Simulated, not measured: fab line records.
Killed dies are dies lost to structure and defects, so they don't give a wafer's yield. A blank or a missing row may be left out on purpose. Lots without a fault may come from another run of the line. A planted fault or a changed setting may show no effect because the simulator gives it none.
fab line records -- flow n5-finfet
record lots=14, wafers=41, last-day=19
route steps=1938 shown PMOS_HMC_CHANNEL_EPI@68 FIN_SAQP@95 BEOL_M4@1111
lots untouched by any fault: they come from a run of this same line in which no faults occurred
start-h: start of the lot's first displayed wafer, in hours after the record's first day -- wait-h: how many hours have passed since the lot's step before this one -- " as in the row above -- L1.1+2: a single row standing in for several wafers -- - no value, or no start given -- * or withheld: withheld -- < > ~ a bound
route shown NAME@n: names a module that has steps shown in the file, with the first one's number in the route -- usual: average and standard deviation across the fault-free wafers -- same: alike in all rows -- chamber/n: place in a boat -- sites: each site's reading -- _std_site: how widely they spread, as a standard deviation -- _edge_site: mean of outer sites minus mean of inner sites -- radius-mm: for every site, how far away it sits from the centre of the wafer -- mask NAME#n: copy n -- behind: tool/chamber where the wafer was last shaped -- hold: why the lot was held/for how many hours/how that ended -- device: transistor that didn't switch, given as n, p or np -- end of line: tests of these same wafers at the route's end -- for a step that has no rows: nothing shown but its recipe -- killed: the dies lost at the first sort to structure and to defects; this is not the yield of the wafer -- map: a wafer's dies, x killed, . not, _ none there
set.NAME: the setting as run; set.NAME@STEP: as run at that earlier step -- model.NAME: the simulator's own value behind a step, which no gauge read
the route's steps for a sample of lots (tables are steps, rows are wafers)
services: a tool's chamber out of use, with start hour (start-h, from the record's first day; less than 0 if before it), hours out, and reason
## steps
# step N5_PMOS_HMC_CHANNEL_EPI_DESCUM_14
# recipe chemistry=O2, time-s=7.9, source-power-w=50, bias-power-w=20, pressure-mtorr=20, rf-frequency-hz=2.712e+07, temp-c=40, resist=CAR-ArF-block, o2-flow-sccm=225
# usual drypump-motor-current-A=5.8/0.5, oes-product-au=0.77/0.051, rf-vpp-V=243.4/1.4, showerhead-plenum-p-Torr=2.11/0.07, throttle-valve-pct=20.50/0.2
lot.wafer,tool,chamber,start-h,wait-h,drypump-motor-current-A,oes-product-au,rf-hours-counter-h,rf-vpp-V,showerhead-plenum-p-Torr,throttle-valve-pct
L369.3,rie-diel-03,1,17.91,0.1,6.1,0.76,148,244.5,2.20,20.63
L369.5,rie-diel-03,3,17.91,0.1,6.4,0.92,-,240.9,2.06,20.35
L369.6,rie-diel-03,0,17.91,0.1,5.0,0.77,-,243.6,2.11,20.78
L370.2,rie-diel-01,3,23.67,0.1,6.2,0.78,127,244.5,2.20,20.19
L370.3,rie-diel-01,1,23.67,0.1,6.2,0.76,145,242.2,2.00,20.51
L370.5,rie-diel-01,1,23.67,0.1,6.2,0.75,-,241.2,2.00,20.50
L371.1,rie-diel-01,0,29.38,0.3,6.1,0.70,214,243.2,2.07,20.27
L371.2,rie-diel-01,1,29.38,0.3,6.3,0.75,147,242.4,2.00,20.51
L371.6,rie-diel-01,1,29.38,0.3,6.2,0.75,-,241.9,2.00,20.52
L372.2,rie-diel-01,2,36.62,0.0,5.7,0.80,120,244.1,2.17,20.43
L372.6,rie-diel-01,2,36.62,0.0,5.7,0.81,-,244.5,2.17,20.42
L373.1,rie-diel-04,3,41.62,0.5,5.9,0.78,131,244.2,2.08,20.41
L373.3,rie-diel-04,1,41.62,0.5,6.1,0.83,83,240.7,2.02,20.66
L373.4,rie-diel-04,0,41.62,0.5,5.9,0.72,178,244.1,2.17,20.22
L374.1,rie-diel-01,1,47.75,0.0,6.2,0.75,152,240.3,1.99,20.48
L374.3,rie-diel-01,2,47.75,0.0,5.7,0.80,124,245.1,2.17,20.44
L374.6,rie-diel-01,2,47.75,0.0,5.7,0.80,-,243.5,2.17,20.42
L379.1,rie-diel-01,2,77.62,0.2,5.7,0.78,133,244.8,2.17,20.44
L379.5,rie-diel-01,3,77.62,0.2,6.2,0.77,-,245.2,2.19,20.23
L379.6,rie-diel-01,2,77.62,0.2,5.7,0.78,-,244.0,2.17,20.45
L380.1,rie-diel-04,3,83.21,0.1,5.9,0.77,141,240.7,2.08,20.42
L380.3,rie-diel-04,0,83.21,0.1,5.9,0.71,189,243.3,2.16,20.23
L380.6,rie-diel-04,1,83.21,0.1,6.1,0.82,-,241.2,2.02,20.67
L382.2,rie-diel-03,2,95.44,0.0,4.7,0.79,126,243.5,2.20,20.84
L382.5,rie-diel-03,3,95.44,0.0,6.4,0.89,-,242.5,2.05,20.37
L382.6,rie-diel-03,2,95.44,0.0,4.7,0.78,-,243.1,2.20,20.84
L385.1,rie-diel-03,2,113.50,0.0,4.7,0.78,133,244.8,2.19,20.87
L385.3,rie-diel-03,1,113.50,0.0,6.1,0.75,176,244.8,2.19,20.67
L385.5,rie-diel-03,3,113.50,0.0,6.4,0.89,-,240.7,2.05,20.37
L387.2,rie-diel-01,1,126.07,0.1,6.2,0.72,175,242.3,1.99,20.52
L387.3,rie-diel-01,0,126.07,0.1,6.1,0.68,241,242.9,2.06,20.30
L387.6,rie-diel-01,2,126.07,0.1,5.7,0.78,-,244.8,2.16,20.47
L388.1,rie-diel-04,3,131.20,0.0,5.9,0.76,153,243.4,2.07,20.46
L388.3,rie-diel-04,0,131.20,0.0,5.9,0.71,200,245.0,2.16,20.27
L388.5,rie-diel-04,3,131.20,0.0,5.9,0.77,-,243.7,2.08,20.46
L391.1,rie-diel-03,0,149.22,0.0,5.0,0.74,148,244.1,2.10,20.80
L391.3,rie-diel-03,2,149.22,0.0,4.7,0.77,142,245.1,2.19,20.85
L391.4,rie-diel-03,3,149.22,0.0,6.4,0.86,56,243.4,2.05,20.40
L392.1,rie-diel-04,3,155.40,0.1,6.0,0.76,161,243.4,2.07,20.46
L392.3,rie-diel-04,1,155.40,0.1,6.1,0.80,112,241.9,2.01,20.71
L392.6,rie-diel-04,1,155.40,0.1,6.1,0.80,-,241.5,2.01,20.70
# step N5_FIN_SAQP_DENSIFY_62
# recipe temp-c=700, time-s=60, ambient=N2, idle-temp-c=600, ramp-up-c-per-s=150, ramp-down-c-per-s=60, cool-to-c=600
# usual lamp-power-pct=9.84/0.053, wafer_temp_C_max=703.3/0.7
lot.wafer,tool,chamber,start-h,wait-h,lamp-power-pct,wafer_temp_C_max
L369.3,rtp-anneal-01,0,21.03,0.2,9.85,703.6
L369.5,rtp-anneal-01,0,21.03,0.2,9.78,702.9
L369.6,rtp-anneal-01,0,21.03,0.2,9.89,702.9
L370.2,rtp-anneal-01,0,26.80,0.1,9.80,704.0
L370.3,rtp-anneal-01,0,26.80,0.1,9.85,703.5
L370.5,rtp-anneal-01,0,26.80,0.1,9.86,702.7
L371.1,rtp-anneal-01,0,33.27,0.1,9.87,702.7
L371.2,rtp-anneal-01,0,33.27,0.1,9.91,703.9
L371.6,rtp-anneal-01,0,33.27,0.1,9.73,703.4
L372.2,rtp-anneal-01,0,40.00,0.2,9.87,703.9
L372.6,rtp-anneal-01,0,40.00,0.2,9.76,702.8
L373.1,rtp-anneal-02,0,44.96,0.1,9.81,702.4
L373.3,rtp-anneal-02,0,44.96,0.1,9.81,703.2
L373.4,rtp-anneal-02,0,44.96,0.1,9.96,703.7
L374.1,rtp-anneal-01,0,51.53,0.2,9.83,703.0
L374.3,rtp-anneal-01,0,51.53,0.2,9.71,703.8
L374.6,rtp-anneal-01,0,51.53,0.2,9.83,703.5
L379.1,rtp-anneal-01,0,80.91,0.1,9.76,702.5
L379.5,rtp-anneal-01,0,80.91,0.1,9.88,702.6
L379.6,rtp-anneal-01,0,80.91,0.1,9.78,702.8
L380.1,rtp-anneal-01,0,89.86,0.1,9.79,702.4
L380.3,rtp-anneal-01,0,89.86,0.1,9.87,702.7
L380.6,rtp-anneal-01,0,89.86,0.1,9.79,702.9
L382.2,rtp-anneal-01,0,99.39,0.1,9.85,703.1
L382.5,rtp-anneal-01,0,99.39,0.1,9.81,703.1
L382.6,rtp-anneal-01,0,99.39,0.1,9.79,703.3
L385.1,rtp-anneal-02,0,116.75,0.2,9.95,703.1
L385.3,rtp-anneal-02,0,116.75,0.2,9.78,702.8
L385.5,rtp-anneal-02,0,116.75,0.2,9.79,703.3
L387.2,rtp-anneal-02,0,129.56,0.1,9.90,703.0
L387.3,rtp-anneal-02,0,129.56,0.1,9.90,702.8
L387.6,rtp-anneal-02,0,129.56,0.1,9.85,704.2
L388.1,rtp-anneal-02,0,134.97,0.1,9.91,703.8
L388.3,rtp-anneal-02,0,134.97,0.1,9.84,702.3
L388.5,rtp-anneal-02,0,134.97,0.1,9.88,702.7
L391.1,rtp-anneal-02,0,152.38,0.1,9.95,704.8
L391.3,rtp-anneal-02,0,152.38,0.1,9.95,702.2
L391.4,rtp-anneal-02,0,152.38,0.1,9.83,704.1
L392.1,rtp-anneal-02,0,158.50,0.2,9.88,704.3
L392.3,rtp-anneal-02,0,158.50,0.2,9.86,704.6
L392.6,rtp-anneal-02,0,158.50,0.2,9.91,701.9
# step N5_FIN_SAQP_HM_DEP_03
# recipe material=SiNx, target-thk-a=380, temp-c=400, precursor=SiH4/NH3/N2, pressure-torr=1.5, rf-w=300, time-s=33.6
# usual heater-power-w=764/73, showerhead-plenum-p-Torr=5.14/0.073, throttle-valve-pct=41.2/2.5
lot.wafer,tool,chamber,start-h,wait-h,heater-power-w,showerhead-plenum-p-Torr,throttle-valve-pct
L369.3,pecvd-01,2,21.19,0.1,793,5.05,45.6
L369.5,pecvd-01,1,21.19,0.1,779,5.24,40.5
L369.6,pecvd-01,0,21.19,0.1,779,5.14,41.1
L370.2,pecvd-01,1,27.00,0.2,777,5.24,40.6
L370.3,pecvd-01,2,27.00,0.2,698,5.03,45.9
L370.5,pecvd-01,1,27.00,0.2,761,5.21,40.6
L371.1,pecvd-02,2,33.48,0.2,809,5.13,37.2
L371.2,pecvd-02,1,33.48,0.2,820,5.13,39.6
L371.6,pecvd-02,1,33.48,0.2,807,5.14,39.6
L372.2,pecvd-04,1,40.18,0.2,751,5.24,41.2
L372.6,pecvd-04,2,40.18,0.2,844,5.04,37.3
L373.1,pecvd-01,1,45.19,0.2,856,5.22,40.7
L373.3,pecvd-01,1,45.19,0.2,865,5.22,40.4
L373.4,pecvd-01,0,45.19,0.2,755,5.11,41.2
L374.1,pecvd-04,0,51.75,0.2,635,5.23,42.8
L374.3,pecvd-04,1,51.75,0.2,650,5.23,41.4
L374.6,pecvd-04,1,51.75,0.2,649,5.23,41.2
L379.1,pecvd-01,2,81.12,0.2,787,5.02,45.6
L379.5,pecvd-01,0,81.12,0.2,780,5.12,41.6
L379.6,pecvd-01,2,81.12,0.2,758,5.03,45.3
L380.1,pecvd-01,1,90.08,0.2,921,5.24,40.7
L380.3,pecvd-01,2,90.08,0.2,733,5.02,45.4
L380.6,pecvd-01,1,90.08,0.2,918,5.23,40.7
L382.2,pecvd-01,0,99.57,0.2,723,5.12,41.7
L382.5,pecvd-01,0,99.57,0.2,732,5.13,41.5
L382.6,pecvd-01,2,99.57,0.2,673,5.04,45.4
L385.1,pecvd-04,1,116.97,0.2,689,5.23,41.4
L385.3,pecvd-04,0,116.97,0.2,667,5.24,42.8
L385.5,pecvd-04,0,116.97,0.2,680,5.22,43.3
L387.2,pecvd-02,0,129.75,0.2,698,5.12,41.6
L387.3,pecvd-02,1,129.75,0.2,752,5.13,39.6
L387.6,pecvd-02,2,129.75,0.2,790,5.15,37.4
L388.1,pecvd-02,2,135.18,0.2,851,5.12,37.7
L388.3,pecvd-02,0,135.18,0.2,809,5.11,41.3
L388.5,pecvd-02,2,135.18,0.2,851,5.13,37.7
L391.1,pecvd-02,1,152.60,0.2,801,5.14,39.3
L391.3,pecvd-02,0,152.60,0.2,843,5.10,41.8
L391.4,pecvd-02,0,152.60,0.2,831,5.11,41.6
L392.1,pecvd-02,2,158.72,0.2,736,5.11,37.5
L392.3,pecvd-02,0,158.72,0.2,727,5.11,41.7
L392.6,pecvd-02,0,158.72,0.2,740,5.12,41.5
# step N5_FIN_SAQP_THK_MEAS_05
# usual thk-nm=38.0/0.5
lot.wafer,tool,chamber,start-h,wait-h,thk-nm
L369.3,film-metro-02,-,21.28,0.1,38.1
L369.5,film-metro-02,-,21.28,0.1,38.7
L369.6,film-metro-02,-,21.28,0.1,38.3
L370.2,film-metro-01,-,27.08,0.1,37.5
L370.3,film-metro-01,-,27.08,0.1,37.7
L370.5,film-metro-01,-,27.08,0.1,38.2
L371.1,film-metro-02,-,33.57,0.1,36.9
L371.2,film-metro-02,-,33.57,0.1,37.5
L371.6,film-metro-02,-,33.57,0.1,38.3
L372.2,film-metro-01,-,40.27,0.1,38.5
L372.6,film-metro-01,-,40.27,0.1,38.4
L373.1,film-metro-01,-,45.30,0.1,37.3
L373.3,film-metro-01,-,45.30,0.1,38.1
L373.4,film-metro-01,-,45.30,0.1,38.7
L374.1,film-metro-01,-,51.84,0.1,37.8
L374.3,film-metro-01,-,51.84,0.1,37.9
L374.6,film-metro-01,-,51.84,0.1,38.2
L379.1,film-metro-02,-,81.21,0.1,37.9
L379.5,film-metro-02,-,81.21,0.1,38.6
L379.6,film-metro-02,-,81.21,0.1,38.8
L380.1,film-metro-01,-,90.16,0.1,35.5
L380.3,film-metro-01,-,90.16,0.1,37.8
L380.6,film-metro-01,-,90.16,0.1,38.0
L382.2,film-metro-02,-,99.68,0.1,35.5
L382.5,film-metro-02,-,99.68,0.1,37.8
L382.6,film-metro-02,-,99.68,0.1,38.1
L385.1,film-metro-02,-,117.05,0.1,37.0
L385.3,film-metro-02,-,117.05,0.1,37.2
L385.5,film-metro-02,-,117.05,0.1,37.8
L387.2,film-metro-02,-,129.84,0.1,37.6
L387.3,film-metro-02,-,129.84,0.1,37.3
L387.6,film-metro-02,-,129.84,0.1,38.0
L388.1,film-metro-01,-,135.27,0.1,37.6
L388.3,film-metro-01,-,135.27,0.1,38.1
L388.5,film-metro-01,-,135.27,0.1,38.0
L391.1,film-metro-01,-,152.68,0.1,37.4
L391.3,film-metro-01,-,152.68,0.1,37.6
L391.4,film-metro-01,-,152.68,0.1,38.4
L392.1,film-metro-02,-,158.80,0.1,37.8
L392.3,film-metro-02,-,158.80,0.1,37.8
L392.6,film-metro-02,-,158.80,0.1,38.3
# step N5_FIN_SAQP_PECVD_48
# recipe material=SiNx, target-thk-a=250, temp-c=400, precursor=SiH4/NH3/N2, pressure-torr=1.5, rf-w=300, time-s=22.1
# usual heater-power-w=754/68, showerhead-plenum-p-Torr=5.14/0.071, throttle-valve-pct=40.7/2.3
lot.wafer,tool,chamber,start-h,wait-h,heater-power-w,showerhead-plenum-p-Torr,throttle-valve-pct
L369.3,pecvd-02,1,21.48,0.1,697,5.13,39.3
L369.5,pecvd-02,1,21.48,0.1,701,5.12,39.5
L369.6,pecvd-02,1,21.48,0.1,700,5.13,39.3
L370.2,pecvd-02,1,27.16,0.0,801,5.13,39.3
L370.3,pecvd-02,2,27.16,0.0,848,5.13,37.2
L370.5,pecvd-02,2,27.16,0.0,832,5.14,37.4
L371.1,pecvd-04,2,33.65,0.0,731,5.04,37.1
L371.2,pecvd-04,0,33.65,0.0,645,5.22,42.8
L371.6,pecvd-04,0,33.65,0.0,654,5.22,42.8
L372.2,pecvd-02,0,40.35,0.0,802,5.11,41.7
L372.6,pecvd-02,0,40.35,0.0,779,5.11,41.8
L373.1,pecvd-04,0,45.38,0.0,590,5.23,42.7
L373.3,pecvd-04,2,45.38,0.0,841,5.04,37.0
L373.4,pecvd-04,0,45.38,0.0,587,5.23,42.9
L374.1,pecvd-01,0,51.94,0.0,800,5.13,41.7
L374.3,pecvd-01,0,51.94,0.0,775,5.14,41.0
L374.6,pecvd-01,0,51.94,0.0,779,5.12,41.7
L379.1,pecvd-04,2,81.29,0.0,881,5.04,37.3
L379.5,pecvd-04,0,81.29,0.0,709,5.21,42.9
L379.6,pecvd-04,2,81.29,0.0,879,5.05,37.2
L380.1,pecvd-02,2,90.24,0.0,714,5.12,37.4
L380.3,pecvd-02,1,90.24,0.0,707,5.14,39.3
L380.6,pecvd-02,2,90.24,0.0,728,5.14,37.4
L382.2,pecvd-02,2,99.76,0.0,750,5.13,37.6
L382.5,pecvd-02,1,99.76,0.0,702,5.13,39.3
L382.6,pecvd-02,2,99.76,0.0,758,5.15,37.5
L385.1,pecvd-01,2,117.13,0.0,727,5.02,45.4
L385.3,pecvd-01,0,117.13,0.0,760,5.12,41.7
L385.5,pecvd-01,0,117.13,0.0,771,5.12,41.8
L387.2,pecvd-04,1,129.91,0.0,636,5.21,41.5
L387.3,pecvd-04,0,129.91,0.0,671,5.23,42.9
L387.6,pecvd-04,0,129.91,0.0,675,5.23,43.1
L388.1,pecvd-04,1,135.35,0.0,761,5.23,41.4
L388.3,pecvd-04,0,135.35,0.0,691,5.23,43.1
L388.5,pecvd-04,0,135.35,0.0,690,5.22,43.1
L391.1,pecvd-01,2,152.76,0.0,702,5.04,45.3
L391.3,pecvd-01,1,152.76,0.0,765,5.24,40.7
L391.4,pecvd-01,0,152.76,0.0,801,5.14,41.7
L392.1,pecvd-04,1,158.88,0.0,781,5.21,41.2
L392.3,pecvd-04,2,158.88,0.0,828,5.05,37.6
L392.6,pecvd-04,1,158.88,0.0,773,5.22,41.4
# step N5_FIN_SAQP_HM_OPEN_33
# recipe chemistry=CH3F/O2, target=SiNx, mask-material=SiO2, target-depth-a=494, time-s=70.6, pressure-mtorr=30, source-w=395, bias-w=73, Ar_flow_sccm=150, CH3F_flow_sccm=30, O2_flow_sccm=20, ion-energy-ev=120, ends=cleared
# usual drypump-motor-current-A=5.7/0.39, etch-rf-on-time-s=69.7/1.3, oes-product-au=0.66/0.075, rf-vpp-V=297/5.1, showerhead-plenum-p-Torr=2.01/0.034, throttle-valve-pct=16.36/0.17
lot.wafer,tool,chamber,start-h,wait-h,drypump-motor-current-A,etch-rf-on-time-s,oes-product-au,rf-hours-counter-h,rf-vpp-V,showerhead-plenum-p-Torr,throttle-valve-pct
L369.3,rie-diel-06,2,26.29,0.0,6.3,70.2,0.64,155,307,2.00,16.37
L369.5,rie-diel-06,1,26.29,0.0,5.7,71.3,0.56,-,295,2.06,16.49
L369.6,rie-diel-06,0,26.29,0.0,5.8,72.5,0.58,-,302,2.04,16.55
L370.2,rie-diel-05,2,31.93,0.3,5.5,70.7,0.61,170,298,2.00,16.32
L370.3,rie-diel-05,0,31.93,0.3,6.2,68.7,0.65,124,299,2.01,16.46
L370.5,rie-diel-05,0,31.93,0.3,6.2,70.3,0.64,-,300,2.01,16.44
L371.1,rie-diel-06,0,38.26,0.0,5.8,69.4,0.58,246,301,2.04,16.55
L371.2,rie-diel-06,3,38.26,0.0,5.8,69.4,0.65,128,290,2.00,16.31
L371.6,rie-diel-06,0,38.26,0.0,5.8,73.1,0.58,-,300,2.04,16.56
L372.2,rie-diel-06,2,45.15,0.0,6.3,69.8,0.63,161,307,2.00,16.39
L372.6,rie-diel-06,0,45.15,0.0,5.8,72.6,0.58,-,302,2.04,16.57
L373.1,rie-diel-05,2,49.79,0.0,5.5,69.9,0.61,177,298,2.00,16.33
L373.3,rie-diel-05,0,49.79,0.0,6.2,69.6,0.64,131,299,2.01,16.47
L373.4,rie-diel-05,1,49.79,0.0,5.4,70.1,0.66,-,294,1.99,16.43
L374.1,rie-diel-05,0,56.55,0.0,6.2,68.7,0.64,134,300,2.01,16.48
L374.3,rie-diel-05,1,56.55,0.0,5.4,68.7,0.66,136,295,1.99,16.41
L374.6,rie-diel-05,0,56.55,0.0,6.2,69.5,0.64,-,297,2.01,16.48
L379.1,rie-diel-06,1,85.84,0.0,5.7,69.0,0.78,12,296,2.05,16.03
L379.5,rie-diel-06,0,85.84,0.0,5.8,69.8,0.82,-,300,2.03,16.11
L379.6,rie-diel-06,3,85.84,0.0,5.8,71.6,0.65,-,290,1.99,16.35
L380.1,rie-diel-05,0,94.71,0.0,6.2,65.6,0.63,142,300,2.00,16.51
L380.3,rie-diel-05,3,94.71,0.0,5.3,67.4,0.81,4,291,2.04,16.04
L380.6,rie-diel-05,1,94.71,0.0,5.4,69.7,0.65,-,294,1.98,16.43
L382.2,rie-diel-06,0,104.98,0.0,5.8,64.6,0.80,11,301,2.03,16.12
L382.5,rie-diel-06,2,104.98,0.0,6.3,70.1,0.61,-,307,1.99,16.42
L382.6,rie-diel-06,1,104.98,0.0,5.7,69.6,0.76,-,295,2.05,16.04
L385.1,rie-diel-06,3,123.78,0.0,5.8,68.4,0.63,158,290,1.99,16.38
L385.3,rie-diel-06,0,123.78,0.0,5.8,67.2,0.80,17,301,2.03,16.13
L385.5,rie-diel-06,0,123.78,0.0,5.8,68.3,0.79,-,301,2.03,16.15
L387.2,rie-diel-05,0,134.43,0.0,6.2,69.2,0.62,155,298,2.00,16.53
L387.3,rie-diel-05,2,134.43,0.0,5.5,69.9,0.59,204,298,1.99,16.39
L387.6,rie-diel-05,1,134.43,0.0,5.4,68.9,0.65,-,295,1.98,16.46
L388.1,rie-diel-05,2,140.77,0.0,5.5,71.3,0.59,206,298,1.99,16.40
L388.3,rie-diel-05,0,140.77,0.0,6.2,70.3,0.61,158,299,2.00,16.54
L388.5,rie-diel-05,2,140.77,0.0,5.5,72.0,0.59,-,298,1.99,16.37
L391.1,rie-diel-06,3,157.19,0.0,5.8,69.1,0.63,169,290,1.99,16.42
L391.3,rie-diel-06,2,157.19,0.0,6.3,68.9,0.61,198,305,1.98,16.45
L391.4,rie-diel-06,0,157.19,0.0,5.8,69.4,0.78,28,300,2.03,16.15
L392.1,rie-diel-05,3,163.56,0.0,5.3,67.0,0.76,25,290,2.03,16.08
L392.3,rie-diel-05,0,163.56,0.0,6.2,69.4,0.61,165,299,1.99,16.53
L392.6,rie-diel-05,0,163.56,0.0,6.3,69.9,0.61,-,300,2.00,16.55
# step N5_BEOL_M4_RC_MEAS_101
# usual DIBL_N=36.0/1.6, DIBL_P=35.8/2, IOFF_N=0.152/0.03, IOFF_P=0.20/0.031, ION_N=670/12, ION_P=459/7.4, SS_N=71.5/0.56, SS_P=73.2/0.64, VT_N=251/3.5, VT_P=-252/3.3
lot.wafer,tool,chamber,start-h,wait-h,DIBL_N[mV/V],DIBL_P[mV/V],IOFF_N[nA/um],IOFF_P[nA/um],ION_N[uA/um],ION_P[uA/um],SS_N[mV/dec],SS_P[mV/dec],VT_N[mV],VT_P[mV]
L369.3,prober-02,0,200.04,0.3,36.5,36.9,0.170,0.23,681,467,72.2,73.9,246,-247
L369.5,prober-02,0,200.04,0.3,36.4,36.1,0.159,0.22,664,457,72.2,73.9,251,-246
L369.6,prober-02,0,200.04,0.3,35.1,35.6,0.143,0.22,675,469,72.0,73.2,252,-246
L370.2,prober-02,0,203.82,0.2,36.7,35.8,0.154,0.20,674,462,72.0,73.0,251,-253
L370.3,prober-02,0,203.82,0.2,36.7,35.5,0.141,0.19,657,454,71.0,73.0,254,-254
L370.5,prober-02,0,203.82,0.2,33.5,31.3,0.101,0.15,650,450,71.0,72.1,255,-256
L371.1,prober-02,0,205.93,0.0,37.0,37.4,0.162,0.21,683,468,70.9,74.1,248,-250
L371.2,prober-02,0,205.93,0.0,35.3,34.5,0.136,0.17,675,464,71.0,72.6,249,-253
L371.6,prober-02,0,205.93,0.0,35.9,34.9,0.135,0.18,659,451,70.8,73.1,252,-255
L372.2,prober-01,0,214.81,0.2,36.7,37.3,0.176,0.21,670,452,71.8,73.2,251,-251
L372.6,prober-01,0,214.81,0.2,35.8,35.5,0.165,0.19,667,456,71.8,73.5,247,-254
L373.1,prober-01,0,219.21,0.0,37.4,36.7,0.151,0.20,674,461,71.8,73.6,253,-252
L373.3,prober-01,0,219.21,0.0,35.9,35.6,0.125,0.18,656,455,71.3,73.2,255,-250
L373.4,prober-01,0,219.21,0.0,37.2,37.0,0.155,0.20,680,463,72.1,73.6,250,-253
L374.1,prober-01,0,238.45,0.0,33.6,34.2,0.113,0.19,644,456,71.4,72.4,255,-247
L374.3,prober-01,0,238.45,0.0,36.9,38.5,0.172,0.26,676,473,71.7,73.6,248,-245
L374.6,prober-01,0,238.45,0.0,34.7,35.2,0.136,0.21,673,473,71.2,72.9,253,-248
L379.1,prober-02,0,252.74,0.0,35.8,35.9,0.134,0.17,677,452,71.8,72.7,252,-258
L379.5,prober-02,0,252.74,0.0,35.1,35.9,0.132,0.18,669,467,71.2,72.4,252,-256
L379.6,prober-02,0,252.74,0.0,36.3,36.2,0.141,0.17,662,451,71.6,73.2,253,-258
L382.2,prober-02,0,262.26,0.2,38.1,39.5,0.182,0.22,678,456,71.8,73.7,249,-252
L382.5,prober-02,0,262.26,0.2,36.2,37.3,0.152,0.19,668,456,71.5,73.2,251,-254
L382.6,prober-02,0,262.26,0.2,37.5,38.8,0.176,0.21,679,458,72.1,73.5,249,-252
L380.1,prober-01,0,275.60,0.0,36.4,35.4,0.125,0.18,646,447,71.9,72.8,260,-257
L380.3,prober-01,0,275.60,0.0,38.6,38.0,0.185,0.22,681,456,72.4,73.0,249,-249
L380.6,prober-01,0,275.60,0.0,37.3,37.2,0.154,0.21,669,456,72.3,73.1,253,-252
L387.2,prober-02,0,294.19,0.2,35.6,35.8,0.151,0.20,687,469,71.3,73.7,250,-250
L387.3,prober-02,0,294.19,0.2,35.3,35.7,0.146,0.20,674,461,70.9,73.4,248,-251
L387.6,prober-02,0,294.19,0.2,36.1,35.7,0.150,0.20,673,459,71.2,72.6,249,-249
L385.1,prober-01,0,301.95,0.0,37.7,38.1,0.196,0.22,686,459,71.2,73.9,244,-251
L385.3,prober-01,0,301.95,0.0,34.9,35.4,0.150,0.18,691,471,71.1,72.9,247,-252
L385.5,prober-01,0,301.95,0.0,34.7,34.2,0.131,0.16,664,449,70.7,72.5,250,-255
L388.1,prober-02,0,317.40,0.0,35.8,34.9,0.155,0.19,680,462,71.8,72.8,249,-252
L388.3,prober-02,0,317.40,0.0,33.6,31.3,0.109,0.14,653,449,71.5,73.0,257,-256
L388.5,prober-02,0,317.40,0.0,34.9,33.4,0.135,0.17,674,463,71.9,72.8,250,-253
L391.1,prober-01,0,342.77,0.0,35.3,36.1,0.156,0.23,681,467,71.0,73.7,248,-249
L391.3,prober-01,0,342.77,0.0,35.7,36.1,0.171,0.22,677,468,71.2,74.0,249,-250
L391.4,prober-01,0,342.77,0.0,37.0,37.1,0.177,0.23,676,465,71.9,74.4,251,-250
L392.1,prober-02,0,347.34,0.0,34.3,34.4,0.129,0.17,655,454,70.4,72.7,250,-253
L392.3,prober-02,0,347.34,0.0,31.8,30.1,0.087,0.11,632,435,71.7,71.6,259,-261
L392.6,prober-02,0,347.34,0.0,33.2,32.1,0.113,0.14,658,449,71.2,72.2,255,-258
## services
tool,chamber,start-h,hours,kind
rie-diel-06,1,5.05,7.9,repair
pecvd-04,-,10.07,6.0,pm
rie-diel-01,0,13.18,4.4,repair
pecvd-02,2,14.14,8.4,repair
rie-diel-05,3,16.40,6.7,repair
pecvd-02,0,18.09,6.7,repair
rie-diel-06,3,18.20,6.7,repair
rie-diel-03,0,22.59,6.4,repair
pecvd-02,2,27.95,2.1,scheduled-down
rtp-anneal-02,-,30.45,4.7,pm
pecvd-01,2,32.67,26.8,repair
pecvd-04,-,58.69,4.3,pm
pecvd-01,-,59.16,2.8,pm
pecvd-04,-,63.57,1.6,repair
rie-diel-05,3,66.19,7.2,repair
rie-diel-06,0,67.14,4.2,repair
pecvd-02,-,70.30,0.9,repair
pecvd-01,1,96.26,6.5,repair
pecvd-02,0,104.94,2.1,scheduled-down
rie-diel-04,2,115.56,19.2,repair
rie-diel-05,3,118.81,5.5,repair
rie-diel-01,3,139.01,5.3,repair
rie-diel-04,2,153.49,7.9,repair
rie-diel-03,2,154.27,4.0,repair
## key
first-sign step=N5_FIN_SAQP_THK_MEAS_05, reading=thk-nm, direction=down, sigmas=5, usual=*, struck=*
effect step=N5_FIN_SAQP_HM_OPEN_33, reading=etch-rf-on-time-s, direction=down, sigmas=3.5, usual=*, struck=*
met-at N5_FIN_SAQP_HM_DEP_03
struck-lots L380,L382
struck-wafers L380.1,L382.2
sort-left-out L380.1,L382.2
not-acting-at N5_PMOS_HMC_CHANNEL_EPI_DESCUM_14,N5_FIN_SAQP_DENSIFY_62,N5_FIN_SAQP_PECVD_48
onset-between 81.12 90.08
fault kind=process-parameter-drift, tool=pecvd-01, chamber=-, onset-h=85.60, steps=N5_FIN_SAQP_HM_DEP_03, channel=time-s, offset=*, shape=step, end-h=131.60, scope=struck-wafers-only, acts-in=*, stated=*
# sort-left-out: the simulated sort isn't trusted on such a fault, so these wafers' sort isn't shown, and their yield isn't known
